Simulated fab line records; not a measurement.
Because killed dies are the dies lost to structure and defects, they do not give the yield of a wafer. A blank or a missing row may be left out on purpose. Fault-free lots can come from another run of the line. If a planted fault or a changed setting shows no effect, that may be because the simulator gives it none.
Chamber matching | flow n5 finfet | N5_BEOL_M2_DEP_57 on pecvd-01: 3 sister chambers
The step deposits SiCN from 3MS/NH3, target thk 8 nm, time 14 s. 6 wafers are shown with their chamber, then 11 later ones without.

## WAFERS PAIRED WITH THEIR CHAMBERS
wafer  | chamber | throttle valve pct (%) | showerhead plenum p Torr (Torr)
L088.1 | 1       | 9.3                    | 3.676
L088.2 | 0       | 8.7                    | 3.660
L092.1 | 0       | 8.7                    | 3.672
L092.2 | 2       | 8.7                    | 3.666
L092.3 | 1       | 9.2                    | 3.667
L091.1 | 2       | 8.9                    | 3.659

## WAFERS WITH NO CHAMBER GIVEN
wafer  | throttle valve pct (%) | showerhead plenum p Torr (Torr)
L091.4 | 9.0                    | 3.673
L091.6 | 8.9                    | 3.665
L095.2 | 8.6                    | 3.663
L095.3 | 9.2                    | 3.675
L095.6 | 9.3                    | 3.674
L096.1 | 8.7                    | 3.668
L096.2 | 8.9                    | 3.659
L096.5 | 9.1                    | 3.678
L097.1 | 9.1                    | 3.663
L097.4 | 8.8                    | 3.665
L097.6 | 9.3                    | 3.677

## WHICH CHAMBER EACH ONE RAN IN
wafer  | from the rows above          | in truth
L091.4 | can't be placed: 2 or 1 or 0 | 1
L091.6 | can't be placed: 2 or 0      | 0
L095.2 | can't be placed: 0 or 2      | 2
L095.3 | 1                            | 1
L095.6 | 1                            | 1
L096.1 | can't be placed: 0 or 2      | 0
L096.2 | can't be placed: 2 or 0      | 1
L096.5 | 1                            | 1
L097.1 | can't be placed: 1 or 2      | 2
L097.4 | can't be placed: 2 or 0      | 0
L097.6 | 1                            | 1
Correctly placed: 4 of 11. Not placeable from these rows: 7 (in 6, the candidates include the true chamber). Wrongly placed: 0.
How it was worked out, from the rows above alone: a wafer's distance from a chamber is the root of the sum, over the readings, of the square of ((its reading less the chamber's mean) divided by the reading's scatter). If the next closest chamber is less than 2 further off than the closest, the wafer can't be placed; otherwise it belongs to the closest. The mean given for a chamber averages the wafers shown for that chamber. The scatter: the root of (the sum of the squares of (reading less its chamber's mean) over the shown wafers, divided by (wafers less chambers)).
